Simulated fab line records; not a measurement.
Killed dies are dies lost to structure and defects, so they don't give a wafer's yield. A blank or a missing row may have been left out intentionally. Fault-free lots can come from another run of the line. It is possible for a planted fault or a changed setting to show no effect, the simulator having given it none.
Split-lot study ; flow n5 finfet ; on a route of 1938 steps: 7 lots, 21 wafers read

ON THE SPLIT
At N5_DUMMY_GATE_PECVD_30 (deposits SiO2 from TEOS/O2, target thk 55 nm, time 10.8 s), the setting time s was moved away from the recipe's 10.8 s on 7 of the 21 wafers read, by -14.6% to +4.1%. All remaining wafers had this setting at the recipe value.

FROM THE SPLIT TO THE READING: what the file shows between them, 7 steps
- N5_DUMMY_GATE_COAT_28: time 60 s, resist thk 10 nm (also split here: spin rpm)
- N5_DUMMY_GATE_COAT_09: resist thk 30 nm
- N5_DUMMY_GATE_EBR_11
- N5_DUMMY_GATE_STRIP_41: strips in O2
- N5_DUMMY_GATE_HM_OPEN_21: chemistry CH3F/O2, target SiNx, target depth 120 nm, time 171.4 s
- N5_DUMMY_GATE_ETCH_32: etches SiO2 in CF4, target depth 3.5 nm, time 3.9 s
- N5_DUMMY_GATE_ETCH_23: etches poly-Si in HBr/Cl2/O2, target depth 41 nm, time 22.3 s

THE READING
SiO2_of_DUMMY_GATE_PECVD_30.thk nm (the simulator's own value, which no gauge read), in nm, at N5_DUMMY_GATE_ETCH_44 (etches poly-Si in HBr/O2, stops on SiO2, target depth 127.5 nm). The file does not state a usual value for it. The 14 wafers here that ran the recipe average 38.1 nm, standard deviation 1 nm.

wafer;tool, chamber at the split;time s as run, s;against the recipe;SiO2_of_DUMMY_GATE_PECVD_30.thk nm, nm;against lot-mates on the recipe
L076.1;pecvd-01, 1;11.24;+4.1%;40.8;+0.8
L076.3;pecvd-01, 2;11.24;+4.1%;40.2;+0.2
L076.4;pecvd-01, 2;10.8;recipe;40;-
L079.2;pecvd-03, 0;9.765;-9.6%;31.8;-6.4
L079.4;pecvd-03, 0;10.8;recipe;38.2;-
L079.6;pecvd-03, 1;9.765;-9.6%;33.6;-4.6
L080.4;pecvd-03, 2;10.8;recipe;39.2;-
L080.5;pecvd-03, 0;10.8;recipe;37.2;-
L080.6;pecvd-03, 1;10.8;recipe;38.6;-
L081.1;pecvd-01, 2;9.232;-14.5%;29.2;-9.6
L081.3;pecvd-01, 0;9.232;-14.5%;30.2;-8.6
L081.6;pecvd-01, 1;10.8;recipe;38.8;-
L089.1;pecvd-02, 0;10.8;recipe;36.4;-
L089.4;pecvd-02, 1;9.225;-14.6%;30.4;-6.3
L089.5;pecvd-02, 2;10.8;recipe;37;-
L093.1;pecvd-03, 0;10.8;recipe;36.8;-
L093.2;pecvd-03, 1;10.8;recipe;36.8;-
L093.5;pecvd-03, 2;10.8;recipe;38.2;-
L094.1;pecvd-01, 1;10.8;recipe;38.8;-
L094.2;pecvd-01, 2;10.8;recipe;38.2;-
L094.4;pecvd-01, 1;10.8;recipe;39;-

FIT RESULTS
A straight line over all 21 wafers: SiO2_of_DUMMY_GATE_PECVD_30.thk nm changes by +0.563 nm for each +1% of time s; r = +0.96; the points scatter about the line by 0.97 nm.
The same after taking each lot's own level away (the mean of its wafers on the recipe; 21 wafers): +0.53 nm for each +1%; r = +0.96; scatter 0.94 nm.
That fit puts the effect of the largest move of time s on the reading at 7.7 nm.
Across the lots, their own levels run from 36.70 to 40.00 nm, a range of 3.2 times the standard deviation given above.
Hence the lot-to-lot level has little effect on the slope; both slopes agree.
Check: with one of the wafers moved furthest among these (-14.6%) left out of the fit, the line predicts -8.56 nm for it against its lot-mates. Against them it came out at -6.3 nm.

OTHER SPLITS APPLIED TO THESE WAFERS
These wafers also went through other splits before the reading. Each is held against what the fit with the lots' levels taken away leaves over:
other split on the same wafers;wafers away from the commonest value;r with SiO2_of_DUMMY_GATE_PECVD_30.thk nm (lot level and that fit taken away)
N5_ZERO_LAYER_PECVD_02 time s;9;-0.23
N5_ZERO_LAYER_EXPOSE_08 dose mj;5;+0.08
N5_FIN_SAQP_SPACER1_ALD_24 ald cycles;9;-0.14
N5_DUMMY_GATE_COAT_28 spin rpm;7;+0.08

THE WHOLE CHAIN: every reading that the file lists as answering this split, in the file's order
step;what it does;reading;change (the file's fit);r (the file's)
N5_DUMMY_GATE_PECVD_30;deposits SiO2 from TEOS/O2, target thk 55 nm, time 10.8 s;SiO2_of_DUMMY_GATE_PECVD_30.thk nm (the simulator's own value, which no gauge read);+0.538 nm for each +1% of the setting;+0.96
N5_DUMMY_GATE_ETCH_32;etches SiO2 in CF4, target depth 3.5 nm, time 3.9 s;SiO2_of_DUMMY_GATE_PECVD_30.thk nm (the simulator's own value, which no gauge read);+0.532 nm for each +1% of the setting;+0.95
N5_DUMMY_GATE_ETCH_44;etches poly-Si in HBr/O2, stops on SiO2, target depth 127.5 nm;SiO2_of_DUMMY_GATE_PECVD_30.thk nm (the simulator's own value, which no gauge read);+0.524 nm for each +1% of the setting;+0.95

THE FILE'S OWN FIT
SiO2_of_DUMMY_GATE_PECVD_30.thk nm changes by +0.524 nm for each +1% of time s, r = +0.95.
